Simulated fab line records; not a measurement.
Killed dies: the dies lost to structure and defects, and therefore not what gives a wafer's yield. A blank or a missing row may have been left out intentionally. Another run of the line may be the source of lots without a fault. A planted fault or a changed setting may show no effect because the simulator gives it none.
Chamber matching | flow n5-finfet | rie-diel-05 running N5_BEOL_M10_STRIP_19: 4 sister chambers
The step strips in O2. 4 wafers are shown with their chamber, then 8 later ones without.

WAFERS WITH THEIR CHAMBER
wafer  | chamber | showerhead-plenum-p-Torr (Torr)
L078.5 | 0       | 2.04
L085.2 | 2       | 2.21
L085.6 | 3       | 2.21
L086.1 | 1       | 2.03

WAFERS WITHOUT THEIR CHAMBER
wafer  | showerhead-plenum-p-Torr (Torr)
L086.3 | 2.20
L086.6 | 2.03
L087.1 | 2.20
L087.3 | 2.20
L087.6 | 2.20
L090.1 | 2.04
L090.4 | 2.20
L090.5 | 2.02

WHICH CHAMBER EACH ONE RAN IN
wafer  | from the rows above     | in truth
L086.3 | can't be placed: 2 or 3 | 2
L086.6 | can't be placed: 1 or 0 | 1
L087.1 | can't be placed: 2 or 3 | 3
L087.3 | can't be placed: 2 or 3 | 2
L087.6 | can't be placed: 2 or 3 | 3
L090.1 | can't be placed: 0 or 1 | 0
L090.4 | can't be placed: 2 or 3 | 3
L090.5 | can't be placed: 1 or 0 | 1
0 of 8 placed correctly. Unplaceable from these rows: 8, with the true chamber sitting among the candidates in 8. Number placed wrongly: 0.
How it was worked out, from the rows above alone: a wafer's distance from a chamber is the root of the sum, over the readings, of the square of ((its reading less the chamber's mean) divided by the reading's scatter). If the next closest chamber is less than 2 further off than the closest, the wafer can't be placed; otherwise it belongs to the closest. The mean given for a chamber averages the wafers shown for that chamber. The scatter: with one shown wafer a chamber, the root of the mean of the squares of how far each hidden wafer lies from its nearest shown one.
